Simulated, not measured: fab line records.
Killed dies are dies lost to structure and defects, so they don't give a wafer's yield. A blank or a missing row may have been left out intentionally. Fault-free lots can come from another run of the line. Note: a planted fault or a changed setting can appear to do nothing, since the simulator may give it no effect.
Split-lot study	flow n5 finfet	7 lots, 21 wafers read, on a route of 1938 steps

THE SPLIT
At N5_BEOL_M5_TRENCH_ETCH_37 (etches SiCOH lowk in C4F6/O2, target depth 71.652 nm, time 24.7 s), the setting time s was moved away from the recipe's 24.7 s on 8 of the 21 wafers read, by -14.3% to +8.0%. For the rest of the wafers, this setting stayed at what the recipe calls for.

FROM THE SPLIT TO THE READING: what the file shows between them, 2 steps
- N5_BEOL_M5_ETCH_41: etches SiCN in CH3F/O2, target depth 31.5 nm, time 56.7 s (also split here: source w)
- N5_BEOL_M5_STRIP_91: strips in N2/H2, time 10 s

THE READING
trench depth nm, in nm, at N5_BEOL_M5_OCD_MEAS_38. Fault-free wafers of this fab line usually give 71.6 nm, standard deviation 1.6 nm.

wafer	tool, chamber at the split	time s as run, s	against the recipe	trench depth nm, nm	against lot-mates on the recipe
L077.1	rie diel-02, 3	24.7	recipe	71.2	-
L077.2	rie diel-02, 0	24.7	recipe	74.0	-
L077.5	rie diel-02, 0	24.7	recipe	72.6	-
L078.1	rie diel-03, 3	24.7	recipe	69.4	-
L078.2	rie diel-03, 0	24.7	recipe	74.6	-
L078.4	rie diel-03, 2	24.7	recipe	71.7	-
L079.2	rie diel-03, 3	24.7	recipe	69.3	-
L079.5	rie diel-03, 3	21.16	-14.3%	59.6	-9.7
L079.6	rie diel-03, 2	21.16	-14.3%	62.0	-7.3
L080.3	rie diel-06, 1	24.7	recipe	71.8	-
L080.4	rie diel-06, 2	26.48	+7.2%	73.8	+1.7
L080.6	rie diel-06, 0	24.7	recipe	72.4	-
L085.2	rie diel-06, 0	21.59	-12.6%	63.4	-9.1
L085.5	rie diel-06, 0	24.7	recipe	72.5	-
L085.6	rie diel-06, 1	21.59	-12.6%	62.5	-10.0
L092.3	rie diel-03, 3	26.68	+8.0%	74.3	+0.0
L092.4	rie diel-03, 0	24.7	recipe	74.3	-
L092.6	rie diel-03, 1	26.68	+8.0%	76.4	+2.1
L094.2	rie diel-02, 0	24.7	recipe	73.6	-
L094.3	rie diel-02, 1	24.7	recipe	71.9	-
L094.6	rie diel-02, 3	22.27	-9.8%	62.6	-10.1

FIT RESULTS
A straight line over all 21 wafers: trench depth nm changes by +0.685 nm for each +1% of time s; r = +0.93; the points scatter about the line by 1.8 nm.
The same after taking each lot's own level away (the mean of its wafers on the recipe; 21 wafers): +0.573 nm for each +1%; r = +0.90; scatter 1.9 nm.
According to that fit, moving time s by its largest amount changes the reading by 8.2 nm.
The lots' own levels span 69.30 to 74.30 nm, that is 3.1 times the standard deviation above.
Thus the slope moves with the lot-to-lot level: the two fits are different.
Check: with one of the wafers moved furthest among these (-14.3%) left out of the fit, the line predicts -8.98 nm for it against its lot-mates. It came out at -9.7 nm against them.

OTHER SPLITS ON THESE WAFERS
Note: prior to the reading, these wafers also went through further splits. Each is held against what the fit with the lots' levels taken away leaves over:
other split on the same wafers	wafers away from the commonest value	r with trench depth nm (lot level and that fit taken away)
N5_BEOL_M4_COAT_61 spin rpm	8	-0.05
N5_BEOL_M4_DESCUM_33 time s	4	-0.06
N5_BEOL_M4_TRENCH_ETCH_37 bias w	8	+0.42
N5_BEOL_M5_ETCH_41 source w	6	+0.02

THE WHOLE CHAIN: every reading that the file lists as answering this split, in the file's order
step	what it does	reading	change (the file's fit)	r (the file's)
N5_BEOL_M5_TRENCH_ETCH_37	etches SiCOH lowk in C4F6/O2, target depth 71.652 nm, time 24.7 s	BEOL_M5.feature depth nm (the simulator's own value, which no gauge read)	+0.639 nm for each +1% of the setting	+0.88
N5_BEOL_M5_TRENCH_ETCH_37	etches SiCOH lowk in C4F6/O2, target depth 71.652 nm, time 24.7 s	etch.depth nm (the simulator's own value, which no gauge read)	+0.638 nm for each +1% of the setting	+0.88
N5_BEOL_M5_OCD_MEAS_38		trench depth nm	+0.629 nm for each +1% of the setting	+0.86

FILE'S OWN FIT
trench depth nm changes by +0.629 nm for each +1% of time s, r = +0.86.
